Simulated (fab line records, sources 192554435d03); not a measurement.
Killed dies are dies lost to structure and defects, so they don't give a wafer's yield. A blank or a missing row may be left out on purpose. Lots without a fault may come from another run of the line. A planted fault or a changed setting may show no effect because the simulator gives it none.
Chamber matching | flow n5_finfet | N5_STI_FIN_REVEAL_STRIP_24 on rie_diel-04: 4 sister chambers
The step strips in N2/H2, time 90 s. 22 wafers are shown with their chamber, then 11 later ones without.

WAFERS WITH THEIR CHAMBER
wafer  | chamber | drypump_motor_current_A (A) | showerhead_plenum_p_Torr (Torr) | oes_product_au (a.u.)
L075.1 | 0       | 5.7                         | 3.32                            | 0.71
L075.3 | 3       | 6.5                         | 3.49                            | 0.76
L075.6 | 3       | 6.6                         | 3.49                            | 0.75
L077.3 | 0       | 5.8                         | 3.32                            | 0.71
L077.5 | 3       | 6.6                         | 3.48                            | 0.75
L077.6 | 0       | 5.8                         | 3.32                            | 0.70
L078.2 | 2       | 4.9                         | 3.41                            | 0.79
L078.4 | 0       | 5.7                         | 3.32                            | 0.71
L078.6 | 1       | 6.4                         | 3.48                            | 0.99
L079.2 | 3       | 6.5                         | 3.48                            | 0.74
L079.3 | 0       | 5.7                         | 3.32                            | 0.69
L079.4 | 1       | 6.4                         | 3.48                            | 0.97
L080.2 | 0       | 5.8                         | 3.31                            | 0.69
L080.3 | 2       | 4.9                         | 3.40                            | 0.78
L080.5 | 0       | 5.8                         | 3.31                            | 0.70
L083.2 | 2       | 4.9                         | 3.40                            | 0.77
L083.3 | 1       | 6.3                         | 3.47                            | 0.96
L083.4 | 3       | 6.6                         | 3.48                            | 0.73
L085.1 | 3       | 6.5                         | 3.48                            | 0.73
L085.2 | 1       | 6.3                         | 3.47                            | 0.93
L085.3 | 0       | 5.8                         | 3.31                            | 0.70
L086.3 | 3       | 6.6                         | 3.47                            | 0.73

SIGNATURES (means of the wafers above)
reading                  | chamber 0 | chamber 1 | chamber 2 | chamber 3 | scatter within a chamber
drypump_motor_current_A  | 5.763     | 6.350     | 4.900     | 6.557     | 0.0505
showerhead_plenum_p_Torr | 3.3163    | 3.4750    | 3.4033    | 3.4814    | 0.00596
oes_product_au           | 0.7012    | 0.9625    | 0.7800    | 0.7414    | 0.0138
Rule: a wafer's distance from a chamber is the root of the sum, over the readings, of the square of ((its reading less the chamber's mean) divided by the reading's scatter). The wafer belongs to the nearest chamber; if the next one is less than 2 further off, it can't be placed. The scatter: the root of (the sum of the squares of (reading less its chamber's mean) over the shown wafers, divided by (wafers less chambers)).

WAFERS WITHOUT THEIR CHAMBER
wafer  | drypump_motor_current_A (A) | showerhead_plenum_p_Torr (Torr) | oes_product_au (a.u.)
L086.4 | 6.4                         | 3.47                            | 0.94
L086.5 | 4.9                         | 3.40                            | 0.76
L092.1 | 6.6                         | 3.47                            | 0.71
L092.4 | 4.9                         | 3.40                            | 0.75
L092.6 | 6.4                         | 3.47                            | 0.90
L095.2 | 4.9                         | 3.39                            | 0.75
L095.3 | 6.4                         | 3.46                            | 0.89
L095.5 | 5.8                         | 3.30                            | 0.68
L096.2 | 6.4                         | 3.46                            | 0.90
L096.3 | 4.9                         | 3.39                            | 0.75
L096.4 | 5.8                         | 3.30                            | 0.67

WHICH CHAMBER EACH WENT THROUGH
wafer  | from the rows above | in truth
L086.4 | 1                   | 1
L086.5 | 2                   | 2
L092.1 | 3                   | 3
L092.4 | 2                   | 2
L092.6 | 1                   | 1
L095.2 | 2                   | 2
L095.3 | 1                   | 1
L095.5 | 0                   | 0
L096.2 | 1                   | 1
L096.3 | 2                   | 2
L096.4 | 0                   | 0
Placed correctly: 11 of 11. Can't be placed from these rows: 0. Placed wrongly: 0.
